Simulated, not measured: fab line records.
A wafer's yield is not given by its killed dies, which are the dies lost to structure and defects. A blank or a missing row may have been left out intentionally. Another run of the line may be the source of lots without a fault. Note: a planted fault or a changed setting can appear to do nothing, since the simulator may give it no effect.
Matching of chambers ; flow nand harc ; NHARC_P_M1_PRE_CLEAN_32 on pecvd-04: 3 sister chambers
The step time 12 s. 18 wafers are shown with their chamber, then 9 later ones without.

== WAFERS PAIRED WITH THEIR CHAMBERS ==
wafer;chamber;heater power w (W)
L074.1;2;748
L074.2;1;750
L074.5;1;766
L075.1;0;621
L075.2;2;702
L075.5;1;759
L077.1;2;694
L077.2;0;682
L077.5;2;675
L080.2;2;686
L080.4;0;695
L080.5;1;686
L085.1;0;691
L085.3;2;674
L085.6;2;672
L091.2;2;671
L091.3;0;594
L091.6;2;700

SIGNATURES (means of the wafers above)
reading;chamber 0;chamber 1;chamber 2;scatter within a chamber
heater power w;656.60;740.25;691.33;34
Rule: for a wafer and a chamber, the distance is found by dividing, reading by reading, the gap between the wafer's reading and the chamber's mean by the reading's scatter, squaring, summing and taking the root. The wafer belongs to the nearest chamber; if the next one is less than 2 further off, it can't be placed. The scatter: the root of (the sum of the squares of (reading less its chamber's mean) over the shown wafers, divided by (wafers less chambers)).

== WAFERS WHOSE CHAMBER IS MISSING ==
wafer;heater power w (W)
L092.1;705
L092.3;629
L092.5;629
L093.3;645
L093.5;724
L093.6;645
L094.1;592
L094.4;686
L094.5;595

== CHAMBER TAKEN BY EACH ==
wafer;from the rows above;in truth
L092.1;can't be placed: 2 or 1 or 0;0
L092.3;can't be placed: 0 or 2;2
L092.5;can't be placed: 0 or 2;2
L093.3;can't be placed: 0 or 2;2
L093.5;can't be placed: 1 or 2 or 0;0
L093.6;can't be placed: 0 or 2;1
L094.1;can't be placed: 0 or 2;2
L094.4;can't be placed: 2 or 0 or 1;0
L094.5;can't be placed: 0 or 2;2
Correctly placed: 0 of 9. Can't be placed from these rows: 9 (the true chamber is among the candidates in 8). Placed wrongly: 0.
